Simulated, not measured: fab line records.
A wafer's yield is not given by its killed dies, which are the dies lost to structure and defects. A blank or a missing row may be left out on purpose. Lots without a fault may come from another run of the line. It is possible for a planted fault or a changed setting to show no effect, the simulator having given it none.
Which tool is to blame? -- flow n5_finfet -- Sampling: 10 lots, 30 wafers, 5 of 1938 route steps

## WHAT THE GAUGES READ, wafer by wafer
N5_BEOL_M4_RC_MEAS_101.
lot,measured,on,DIBL_N (mV/V)
L679,day 8 17:21,prober-01,35.6 34.3 35.9
L680,day 8 15:50,prober-02,37.2 35.4 34.5
L682,day 8 21:08,prober-02,35.0 36.4 38.2
L684,day 9 00:10,prober-01,37.8 35.7 36.8
L687,day 10 10:51,prober-02,36.4 34.9 34.9
L690,day 11 00:20,prober-01,38.0 35.7 35.8
L691,day 11 16:56,prober-01,35.5 35.8 34.5
L693,day 11 13:34,prober-01,36.8 36.0 35.6
L697,day 12 10:29,prober-01,34.1 35.0 35.4
L699,day 13 05:38,prober-01,36.0 34.7 37.8

## EACH LOT AND THE TOOL THAT RAN IT (in order: tool; ch and the chambers of the sampled wafers; start)
lot,N5_BEOL_M1_ANNEAL_49,N5_BEOL_M1_SPUTTER_90,N5_BEOL_M1_SPUTTER_94,N5_BEOL_M1_ANNEAL_95
L679,"pvd_sputter-03, day 6 13:59","pvd_sputter-03, day 7 05:55","pvd_sputter-03, day 7 06:21","pvd_sputter-03, day 7 06:26"
L680,"pvd_sputter-01, day 7 04:11","pvd_sputter-01, day 7 05:13","pvd_sputter-01, day 7 05:39","pvd_sputter-01, day 7 05:44"
L682,"pvd_sputter-03, day 7 09:55","pvd_sputter-03, day 7 10:56","pvd_sputter-03, day 7 11:23","pvd_sputter-03, day 7 11:28"
L684,"pvd_sputter-01, day 7 15:49","pvd_sputter-01, day 7 16:50","pvd_sputter-01, day 7 17:17","pvd_sputter-01, day 7 17:22"
L687,"pvd_sputter-03, day 8 16:05","pvd_sputter-03, day 8 17:07","pvd_sputter-03, day 8 17:33","pvd_sputter-03, day 8 17:38"
L690,"pvd_sputter-03, day 9 15:37","pvd_sputter-03, day 9 16:38","pvd_sputter-03, day 9 17:04","pvd_sputter-03, day 9 17:09"
L691,"pvd_sputter-03, day 9 18:48","pvd_sputter-03, day 9 19:49","pvd_sputter-03, day 9 20:16","pvd_sputter-03, day 9 20:20"
L693,"pvd_sputter-03, day 9 21:50","pvd_sputter-03, day 9 22:52","pvd_sputter-03, day 9 23:18","pvd_sputter-03, day 9 23:23"
L697,"pvd_sputter-03, day 10 16:01","pvd_sputter-03, day 10 17:02","pvd_sputter-03, day 10 17:29","pvd_sputter-03, day 10 17:34"
L699,"pvd_sputter-01, day 11 08:18","pvd_sputter-01, day 11 09:19","pvd_sputter-01, day 11 09:46","pvd_sputter-01, day 11 09:50"
- N5_BEOL_M1_ANNEAL_49: time 240 s.
- N5_BEOL_M1_SPUTTER_90: material Cu, target thk 4.5 nm, time 8.29 s.
- N5_BEOL_M1_SPUTTER_94: material Cu, target thk 4.5 nm, time 8.29 s.
- N5_BEOL_M1_ANNEAL_95: time 240 s.

## THE ANSWER, worked out from the rows above alone
Rule: the usual values come from the lots themselves. Put in order of their means at a reading, lots are off if they are a third of the lots or fewer, leave a main group of 4 or more, and stand apart from it by a gap of 3 or more times the standard deviation of the main group's means; of several such gaps the widest counts. A main group is skipped when, at the precision printed for the reading in the tables above, its means are all equal. A lot without any number at a reading at which 4 lots or more have one is off too. Where the step has rows for the other lots, those lots are counted as sound.
No lot is off at any reading shown: from this, nothing can be told.

## WHAT THE SIMULATOR HAD PUT IN
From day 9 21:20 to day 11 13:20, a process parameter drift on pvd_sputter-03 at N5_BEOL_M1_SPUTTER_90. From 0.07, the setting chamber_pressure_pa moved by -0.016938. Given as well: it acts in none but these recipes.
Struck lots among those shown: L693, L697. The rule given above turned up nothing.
